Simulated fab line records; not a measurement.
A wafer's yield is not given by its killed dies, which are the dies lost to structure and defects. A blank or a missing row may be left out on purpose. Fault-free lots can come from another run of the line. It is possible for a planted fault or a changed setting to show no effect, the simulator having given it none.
Chamber matching / flow nand-harc / NHARC_A_CONTACT_ALD_18 on ald-metal-02: 4 sister chambers
The step deposits TiN, target thk 3 nm, pulse time 1 s, ald cycles 150. 14 wafers are shown with their chamber, then 7 later ones without.

## EACH WAFER AND ITS CHAMBER
wafer=L074.1; chamber=0; heater-power-w (W)=909; precursor-pulse-height-rel=0.979
wafer=L074.4; chamber=3; heater-power-w (W)=1202; precursor-pulse-height-rel=1.014
wafer=L074.5; chamber=0; heater-power-w (W)=930; precursor-pulse-height-rel=0.990
wafer=L076.2; chamber=1; heater-power-w (W)=1064; precursor-pulse-height-rel=0.986
wafer=L076.3; chamber=2; heater-power-w (W)=1116; precursor-pulse-height-rel=0.966
wafer=L076.4; chamber=3; heater-power-w (W)=1171; precursor-pulse-height-rel=0.966
wafer=L078.1; chamber=2; heater-power-w (W)=1150; precursor-pulse-height-rel=1.006
wafer=L078.3; chamber=3; heater-power-w (W)=1184; precursor-pulse-height-rel=1.011
wafer=L078.5; chamber=2; heater-power-w (W)=1130; precursor-pulse-height-rel=0.987
wafer=L082.3; chamber=2; heater-power-w (W)=1117; precursor-pulse-height-rel=0.986
wafer=L082.4; chamber=0; heater-power-w (W)=935; precursor-pulse-height-rel=0.997
wafer=L082.5; chamber=2; heater-power-w (W)=1148; precursor-pulse-height-rel=1.010
wafer=L090.1; chamber=2; heater-power-w (W)=1166; precursor-pulse-height-rel=0.989
wafer=L090.3; chamber=0; heater-power-w (W)=957; precursor-pulse-height-rel=0.997

SIGNATURES, as means of the wafers listed above
reading=heater-power-w; chamber 0=932.75; chamber 1=1064.00; chamber 2=1137.83; chamber 3=1185.67; scatter within a chamber=19.1
reading=precursor-pulse-height-rel; chamber 0=0.99075; chamber 1=0.98600; chamber 2=0.99067; chamber 3=0.99700; scatter within a chamber=0.0171
Rule: a wafer lies at a distance from a chamber equal to the root of the sum of squares, over the readings, of (its reading less the chamber's mean, divided by the reading's scatter). The wafer belongs to the nearest chamber; if the next one is less than 2 further off, it can't be placed. The scatter: the root of (the sum of the squares of (reading less its chamber's mean) over the shown wafers, divided by (wafers less chambers)).

## WAFERS WHOSE CHAMBER IS MISSING
wafer=L090.6; heater-power-w (W)=1115; precursor-pulse-height-rel=1.036
wafer=L092.1; heater-power-w (W)=1157; precursor-pulse-height-rel=0.951
wafer=L092.2; heater-power-w (W)=1092; precursor-pulse-height-rel=1.022
wafer=L092.5; heater-power-w (W)=1079; precursor-pulse-height-rel=1.017
wafer=L097.1; heater-power-w (W)=938; precursor-pulse-height-rel=1.002
wafer=L097.4; heater-power-w (W)=1133; precursor-pulse-height-rel=1.012
wafer=L097.5; heater-power-w (W)=932; precursor-pulse-height-rel=0.995

## CHAMBER TAKEN BY EACH
wafer=L090.6; from the rows above=can't be placed: 2 or 1 or 3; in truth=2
wafer=L092.1; from the rows above=can't be placed: 2 or 3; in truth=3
wafer=L092.2; from the rows above=can't be placed: 1 or 2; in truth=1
wafer=L092.5; from the rows above=can't be placed: 1 or 2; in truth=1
wafer=L097.1; from the rows above=0; in truth=0
wafer=L097.4; from the rows above=can't be placed: 2 or 3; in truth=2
wafer=L097.5; from the rows above=0; in truth=0
Correctly placed: 2 of 7. Not placeable from these rows: 5 (in 5, the candidates include the true chamber). Number placed wrongly: 0.
